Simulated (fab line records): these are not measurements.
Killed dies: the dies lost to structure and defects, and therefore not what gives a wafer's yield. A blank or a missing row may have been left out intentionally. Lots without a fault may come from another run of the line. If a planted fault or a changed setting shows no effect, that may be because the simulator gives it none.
The tool behind it: which one?	flow n5 finfet	9 lots with 27 wafers sampled at 6 steps, on a route of 1938 steps

## WHAT EACH GAUGE READ, for each wafer
N5_FIN_CUT_INSPECT_17: inspects for defects (brightfield).
lot	measured	on	raw defect count
L255	day 2 04:09	defect inspect-01	252 195 292
L256	day 2 10:08	defect inspect-02	240 202 446
L258	day 2 22:22	defect inspect-02	250 221 320
L260	day 3 10:14	defect inspect-02	242 291 275
L263	day 4 03:32	defect inspect-02	154 149 199
L264	day 4 12:02	defect inspect-02	238 217 217
L269	day 5 16:58	defect inspect-02	200 198 255
L275	day 7 05:39	defect inspect-02	432 336 176
L277	day 7 16:29	defect inspect-02	174 379 235

N5_STI_FIN_REVEAL_FIN_H_MEAS_10.
lot	measured	on	trench depth nm (nm)
L255	day 2 12:50	ocd-01	51.9 51.4 52.0
L256	day 2 18:46	ocd-01	51.5 51.9 52.1
L258	day 3 07:20	ocd-01	51.6 52.6 52.0
L260	day 3 20:19	ocd-01	53.2 52.8 52.9
L263	day 4 12:35	ocd-01	51.1 51.8 52.3
L264	day 4 20:40	ocd-02	52.4 53.1 52.0
L269	day 6 02:16	ocd-02	52.2 51.4 51.5
L275	day 7 14:29	ocd-01	56.6 52.0 57.1
L277	day 8 01:09	ocd-01	56.0 52.1 56.7

N5_BEOL_M4_RC_MEAS_101.
lot	measured	on	DIBL_N (mV/V)	DIBL_P (mV/V)	IOFF_N (nA/um)	IOFF_P (nA/um)	ION_N (uA/um)	ION_P (uA/um)	SS_N (mV/dec)	SS_P (mV/dec)	VT_N (mV)	VT_P (mV)
L255	day 7 22:33	prober-02	33.8 35.2 33.9	32.6 34.7 32.7	0.12 0.15 0.13	0.15 0.20 0.16	655 672 659	446 457 447	71.0 71.0 70.7	72.9 73.3 71.9	253 248 253	-257 -250 -255
L256	day 8 08:12	prober-01	37.0 34.9 37.0	37.2 34.1 35.9	0.18 0.14 0.17	0.21 0.16 0.19	689 662 683	466 451 453	71.7 70.4 71.9	73.5 72.6 73.4	244 251 248	-254 -255 -254
L258	day 8 14:43	prober-02	40.8 37.6 37.2	41.5 38.2 36.6	0.23 0.17 0.15	0.26 0.20 0.18	683 688 675	462 465 454	72.8 71.1 71.1	74.2 73.7 73.3	245 248 251	-250 -253 -255
L260	day 9 10:14	prober-01	38.5 34.7 36.1	38.5 34.7 35.5	0.21 0.14 0.15	0.26 0.20 0.20	694 681 679	476 468 469	72.0 71.0 71.7	73.7 72.8 73.1	242 250 250	-245 -248 -249
L263	day 10 03:37	prober-02	35.0 35.3 36.3	34.7 34.6 35.7	0.15 0.16 0.16	0.20 0.20 0.21	676 677 678	462 465 462	71.1 70.5 71.2	73.3 72.5 73.3	247 246 250	-251 -251 -251
L264	day 10 03:55	prober-01	35.8 34.3 36.0	36.4 34.1 36.2	0.17 0.15 0.17	0.23 0.21 0.24	672 671 672	466 465 467	71.5 70.8 71.8	73.6 72.8 74.1	248 246 248	-248 -248 -245
L269	day 11 12:56	prober-01	35.1 37.4 35.0	35.0 38.1 35.1	0.14 0.18 0.14	0.20 0.25 0.21	675 676 684	470 462 471	71.0 71.0 71.4	72.8 73.8 72.9	250 248 249	-250 -248 -249
L275	day 13 18:14	prober-01	34.3 34.3 33.8	36.7 35.6 35.5	0.15 0.13 0.13	0.20 0.18 0.19	719 677 713	495 464 494	70.3 71.4 71.1	73.7 73.4 73.6	249 251 249	-252 -252 -250
L277	day 14 00:46	prober-02	35.6 38.9 34.5	36.2 39.9 35.3	0.17 0.21 0.16	0.24 0.29 0.22	720 687 718	501 476 494	71.4 72.7 71.0	72.9 73.8 72.6	246 247 249	-246 -243 -248

## EACH LOT AND THE TOOL THAT RAN IT (in order: tool; ch and the chambers of the sampled wafers; start)
lot	N5_FIN_CUT_STRIP_22	N5_STI_FIN_REVEAL_STRIP_24	N5_STI_FIN_REVEAL_RECESS_09
L255	rie diel-01 ch 0,2,3, day 2 04:00	rie diel-03 ch 2,3, day 2 09:54	vapor etch-02 ch 0,1, day 2 10:39
L256	rie diel-01 ch 0,3, day 2 09:58	rie diel-05 ch 1,2,3, day 2 15:52	vapor etch-01 ch 0,1, day 2 16:04
L258	rie diel-06 ch 1,2, day 2 22:13	rie diel-04 ch 0,3, day 3 04:24	vapor etch-02 ch 0,1, day 3 04:37
L260	rie diel-02 ch 2,3, day 3 10:04	rie diel-05 ch 0,1,2, day 3 17:22	vapor etch-02 ch 0,1, day 3 18:07
L263	rie diel-02 ch 1,2,3, day 4 03:22	rie diel-04 ch 0,1,3, day 4 09:41	vapor etch-01 ch 0,1, day 4 09:53
L264	rie diel-01 ch 0,1,2, day 4 11:52	rie diel-05 ch 0,2,3, day 4 17:44	vapor etch-01 ch 0,1, day 4 17:57
L269	rie diel-06 ch 2,3, day 5 16:48	rie diel-05 ch 1,3, day 5 23:21	vapor etch-02 ch 0,1, day 6 00:05
L275	rie diel-06 ch 0,1,2, day 7 05:29	rie diel-04 ch 1,3, day 7 11:34	vapor etch-02 ch 0,1, day 7 11:47
L277	rie diel-01 ch 0,1,2, day 7 16:20	rie diel-04 ch 1,2,3, day 7 22:13	vapor etch-02 ch 0,1, day 7 22:26
- N5_FIN_CUT_STRIP_22: strips in N2/H2.
- N5_STI_FIN_REVEAL_STRIP_24: strips in N2/H2, time 90 s.
- N5_STI_FIN_REVEAL_RECESS_09: chemistry HF/NH3, target SiO2, afs cycles 11, target depth 42.5 nm, sublimation time 60 s.

## AS READ BY THE TOOLS THEMSELVES (means over the sampled wafers that have a number; for cases with no such wafer, the mark the record gives instead)
N5_FIN_CUT_STRIP_22.
lot	tool	drypump motor current A (A)	oes product au (a.u.)	rf vpp V (V)	showerhead plenum p Torr (Torr)	throttle valve pct (%)
L255	rie diel-01	5.6	0.84	53.7	3.43	18.81
L256	rie diel-01	5.6	0.87	54.8	3.43	18.69
L258	rie diel-06	5.4	0.71	53.4	3.41	19.01
L260	rie diel-02	6.0	0.73	54.1	3.45	19.06
L263	rie diel-02	5.8	0.74	54.5	3.36	18.89
L264	rie diel-01	5.8	0.83	54.2	3.35	18.90
L269	rie diel-06	5.3	0.81	54.1	3.47	18.99
L275	rie diel-06	5.5	0.69	56.6	3.37	19.21
L277	rie diel-01	5.8	0.81	53.8	3.34	18.96

N5_STI_FIN_REVEAL_STRIP_24.
lot	tool	drypump motor current A (A)	oes product au (a.u.)	rf vpp V (V)	showerhead plenum p Torr (Torr)	throttle valve pct (%)
L255	rie diel-03	5.6	0.70	45.8	3.27	12.37
L256	rie diel-05	5.5	0.72	44.7	3.27	12.22
L258	rie diel-04	6.2	0.73	45.0	3.47	12.59
L260	rie diel-05	5.8	0.75	45.0	3.34	12.23
L263	rie diel-04	6.1	0.78	45.3	3.46	12.33
L264	rie diel-05	5.8	0.74	44.7	3.38	12.25
L269	rie diel-05	5.7	0.70	45.5	3.31	12.21
L275	rie diel-04	5.8	0.75	44.8	3.45	12.28
L277	rie diel-04	5.8	0.76	45.2	3.38	12.22

N5_STI_FIN_REVEAL_RECESS_09.
lot	tool	drypump motor current A (A)	temp c (C)
L255	vapor etch-02	6.15	29.91
L256	vapor etch-01	5.89	30.08
L258	vapor etch-02	5.92	29.98
L260	vapor etch-02	6.18	29.91
L263	vapor etch-01	5.83	29.98
L264	vapor etch-01	5.87	29.91
L269	vapor etch-02	5.91	29.94
L275	vapor etch-02	6.18	27.85
L277	vapor etch-02	6.15	27.72

## THE ANSWER, worked out from the rows above alone
Rule: the usual values come from the lots themselves. Put in order of their means at a reading, lots are off if they are a third of the lots or fewer, leave a main group of 4 or more, and stand apart from it by a gap of 3 or more times the standard deviation of the main group's means; of several such gaps the widest counts. A main group is skipped when, at the precision printed for the reading in the tables above, its means are all equal. Also off: a lot with no number at a reading for which 4 or more lots have one. Where the step has rows for the other lots, those lots are counted as sound. The gauges are gone through in route order, then the tools' own readings, and for those a lot's mean is taken as printed above. The first step at which some lot is off is used, and at that step the reading that is off furthest; a lot without a number counts as furthest.
Off, at N5_STI_FIN_REVEAL_FIN_H_MEAS_10 on trench depth nm: L275, L277. The main group: mean 52.1 nm, standard deviation 0.45.
If a tool, at a process step before that reading, ran all the lots that are off and no sound lot after the first of them, it fits. Not tried: the gauges at N5_STI_FIN_REVEAL_FIN_H_MEAS_10; whatever is off there is also off at N5_STI_FIN_REVEAL_RECESS_09, on other tools, and gauge error can't account for it. This does not decide it: 2 tools fit, namely rie diel-04 at N5_STI_FIN_REVEAL_STRIP_24 and vapor etch-02 at N5_STI_FIN_REVEAL_RECESS_09.

## WHAT THE SIMULATOR PUT IN
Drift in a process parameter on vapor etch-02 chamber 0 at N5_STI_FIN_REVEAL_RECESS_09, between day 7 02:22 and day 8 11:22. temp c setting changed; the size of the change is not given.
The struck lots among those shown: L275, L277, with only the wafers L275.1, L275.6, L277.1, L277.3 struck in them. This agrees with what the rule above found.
